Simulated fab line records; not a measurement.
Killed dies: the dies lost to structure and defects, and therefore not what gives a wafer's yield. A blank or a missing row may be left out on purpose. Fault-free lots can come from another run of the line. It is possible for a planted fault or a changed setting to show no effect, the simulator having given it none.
Chamber matching || flow n5-finfet || N5_FIN_CUT_CUT_ETCH_15 on rie-si-04 has 4 sister chambers
The step etches Si in HBr/Cl2/O2, target depth 100 nm, bt time 10 s, time 42.4 s. 4 wafers are shown with their chamber, then 9 later ones without.

## WAFERS WITH THEIR CHAMBER
{"wafer": "L088.1", "chamber": 3, "throttle-valve-pct (%)": 37.13}
{"wafer": "L088.5", "chamber": 1, "throttle-valve-pct (%)": 37.26}
{"wafer": "L089.1", "chamber": 2, "throttle-valve-pct (%)": 37.63}
{"wafer": "L089.5", "chamber": 0, "throttle-valve-pct (%)": 37.73}

## WAFERS WITHOUT THEIR CHAMBER
{"wafer": "L091.1", "throttle-valve-pct (%)": 37.73}
{"wafer": "L091.2", "throttle-valve-pct (%)": 37.27}
{"wafer": "L091.5", "throttle-valve-pct (%)": 37.26}
{"wafer": "L093.1", "throttle-valve-pct (%)": 37.26}
{"wafer": "L093.4", "throttle-valve-pct (%)": 37.73}
{"wafer": "L093.5", "throttle-valve-pct (%)": 37.12}
{"wafer": "L097.1", "throttle-valve-pct (%)": 37.71}
{"wafer": "L097.5", "throttle-valve-pct (%)": 37.63}
{"wafer": "L097.6", "throttle-valve-pct (%)": 37.12}

## THE CHAMBER EACH PASSED THROUGH
{"wafer": "L091.1", "from the rows above": 0, "in truth": 0}
{"wafer": "L091.2", "from the rows above": 1, "in truth": 1}
{"wafer": "L091.5", "from the rows above": 1, "in truth": 1}
{"wafer": "L093.1", "from the rows above": 1, "in truth": 1}
{"wafer": "L093.4", "from the rows above": 0, "in truth": 0}
{"wafer": "L093.5", "from the rows above": 3, "in truth": 3}
{"wafer": "L097.1", "from the rows above": 0, "in truth": 0}
{"wafer": "L097.5", "from the rows above": 2, "in truth": 2}
{"wafer": "L097.6", "from the rows above": 3, "in truth": 3}
Correctly placed: 9 of 9. Can't be placed from these rows: 0. Placed wrongly: 0.
How it was worked out, from the rows above alone: a wafer's distance from a chamber is the root of the sum, over the readings, of the square of ((its reading less the chamber's mean) divided by the reading's scatter). If the next closest chamber is less than 2 further off than the closest, the wafer can't be placed; otherwise it belongs to the closest. A chamber's mean is the mean of its shown wafers. The scatter: root of mean squared gap, hidden wafer to nearest shown wafer, with one shown wafer a chamber.
